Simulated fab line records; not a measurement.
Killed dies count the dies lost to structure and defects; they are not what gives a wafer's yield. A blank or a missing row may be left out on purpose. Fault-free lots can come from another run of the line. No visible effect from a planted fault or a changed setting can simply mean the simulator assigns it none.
Which of the tools did it? || flow n5-finfet || 12 lots, 36 wafers sampled, at 1 step of a route of 1938

WHAT THE GAUGES READ, wafer by wafer
N5_BEOL_M6_OVL_MEAS_29.
{"lot": "L076", "measured": "day 11 00:58", "on": "overlay-02", "V5_OVL (nm)": "0.3 1.4 0.2"}
{"lot": "L075", "measured": "day 11 19:13", "on": "overlay-01", "V5_OVL (nm)": "-1.0 -0.4 -0.9"}
{"lot": "L079", "measured": "day 12 03:47", "on": "overlay-01", "V5_OVL (nm)": "0.1 -0.4 0.4"}
{"lot": "L081", "measured": "day 13 02:11", "on": "overlay-02", "V5_OVL (nm)": "0.5 1.3 -0.1"}
{"lot": "L084", "measured": "day 13 06:22", "on": "overlay-02", "V5_OVL (nm)": "0.1 0.8 1.9"}
{"lot": "L085", "measured": "day 13 18:46", "on": "overlay-02", "V5_OVL (nm)": "0.0 -0.9 -0.8"}
{"lot": "L086", "measured": "day 14 12:00", "on": "overlay-02", "V5_OVL (nm)": "-0.5 0.0 0.0"}
{"lot": "L089", "measured": "day 14 18:17", "on": "overlay-02", "V5_OVL (nm)": "-0.7 0.2 0.0"}
{"lot": "L092", "measured": "day 15 12:07", "on": "overlay-02", "V5_OVL (nm)": "-0.2 -0.3 -0.1"}
{"lot": "L093", "measured": "day 16 00:19", "on": "overlay-02", "V5_OVL (nm)": "0.7 -1.2 0.4"}
{"lot": "L095", "measured": "day 16 02:12", "on": "overlay-01", "V5_OVL (nm)": "0.5 -0.6 0.6"}
{"lot": "L097", "measured": "day 16 10:20", "on": "overlay-01", "V5_OVL (nm)": "-0.2 -0.7 1.3"}

WHICH TOOL RAN EACH LOT (tool, then ch and the chambers of the sampled wafers, then the start)
The record shows no process step preceding these readings.

THE ANSWER, worked out from the rows above alone
Rule: what is usual is taken from the lots themselves. Put in order of their means at a reading, lots are off if they are a third of the lots or fewer, leave a main group of 4 or more, and stand apart from it by a gap of 3 or more times the standard deviation of the main group's means; of several such gaps the widest counts. Not used: any main group whose means are identical at the precision the tables above print for the reading. A lot without any number at a reading at which 4 lots or more have one is off too. All remaining lots with rows at the step are treated as sound.
Across all readings shown, no lot is off: no conclusion can be drawn from this.

WHAT THE SIMULATOR PUT IN
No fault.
